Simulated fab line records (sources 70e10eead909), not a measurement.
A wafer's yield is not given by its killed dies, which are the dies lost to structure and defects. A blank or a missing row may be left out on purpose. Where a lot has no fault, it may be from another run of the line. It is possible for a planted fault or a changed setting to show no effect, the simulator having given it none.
Chamber matching + flow nand-harc + NHARC_A_CHANNEL_FILL_D1_ALD_14 on ald-hk-02: 4 sister chambers
The step deposits SiO2, target thk 2.5 nm, pulse time 10 s, ald cycles 25. 20 wafers are shown with their chamber, then 10 later ones without.

EACH WAFER AND ITS CHAMBER
| wafer  | chamber | heater-power-w (W) | precursor-pulse-height-rel |
|--------|---------|--------------------|----------------------------|
| L075.1 | 1       | 491                | 1.016                      |
| L075.3 | 0       | 500                | 0.994                      |
| L075.5 | 0       | 505                | 0.994                      |
| L080.1 | 3       | 523                | 0.980                      |
| L080.5 | 1       | 492                | 0.983                      |
| L080.6 | 2       | 518                | 0.989                      |
| L083.1 | 2       | 516                | 0.972                      |
| L083.4 | 1       | 497                | 0.989                      |
| L083.6 | 2       | 511                | 1.038                      |
| L088.1 | 2       | 511                | 1.005                      |
| L088.3 | 0       | 515                | 0.985                      |
| L088.4 | 1       | 495                | 1.034                      |
| L086.1 | 1       | 485                | 0.968                      |
| L086.2 | 2       | 506                | 0.985                      |
| L086.4 | 0       | 518                | 1.014                      |
| L092.1 | 1       | 463                | 0.995                      |
| L092.3 | 2       | 530                | 0.986                      |
| L092.5 | 1       | 472                | 1.018                      |
| L093.1 | 0       | 502                | 1.003                      |
| L093.3 | 3       | 525                | 1.008                      |

SIGNATURES, as means of the wafers listed above
| reading                    | chamber 0 | chamber 1 | chamber 2 | chamber 3 | scatter within a chamber |
|----------------------------|-----------|-----------|-----------|-----------|--------------------------|
| heater-power-w             | 508.00    | 485.00    | 515.33    | 524.00    | 9.97                     |
| precursor-pulse-height-rel | 0.99800   | 1.00043   | 0.99583   | 0.99400   | 0.0206                   |
Rule: a wafer's distance from a chamber is the root of the sum, over the readings, of the square of ((its reading less the chamber's mean) divided by the reading's scatter). The wafer belongs to the nearest chamber; if the next one is less than 2 further off, it can't be placed. The scatter is the square root of a quotient: the sum, over the shown wafers, of each reading's squared deviation from its chamber's mean, divided by wafers minus chambers.

WAFERS WITH NO CHAMBER GIVEN
| wafer  | heater-power-w (W) | precursor-pulse-height-rel |
|--------|--------------------|----------------------------|
| L093.4 | 470                | 0.985                      |
| L095.2 | 527                | 1.003                      |
| L095.4 | 540                | 0.962                      |
| L095.6 | 465                | 0.997                      |
| L096.1 | 527                | 1.013                      |
| L096.2 | 538                | 1.013                      |
| L096.3 | 504                | 0.982                      |
| L097.2 | 516                | 0.986                      |
| L097.4 | 532                | 1.006                      |
| L097.6 | 464                | 1.009                      |

THE CHAMBER EACH PASSED THROUGH
| wafer  | from the rows above               | in truth |
|--------|-----------------------------------|----------|
| L093.4 | 1                                 | 1        |
| L095.2 | can't be placed: 3 or 2 or 0      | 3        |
| L095.4 | can't be placed: 3 or 2 or 0      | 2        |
| L095.6 | 1                                 | 1        |
| L096.1 | can't be placed: 3 or 2 or 0      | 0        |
| L096.2 | can't be placed: 3 or 2 or 0      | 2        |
| L096.3 | can't be placed: 0 or 2 or 3 or 1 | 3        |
| L097.2 | can't be placed: 2 or 3 or 0      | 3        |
| L097.4 | can't be placed: 3 or 2 or 0      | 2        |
| L097.6 | 1                                 | 1        |
Correct placement for 3 of the 10. Unplaceable from these rows: 7, with the true chamber sitting among the candidates in 7. 0 placed wrongly.
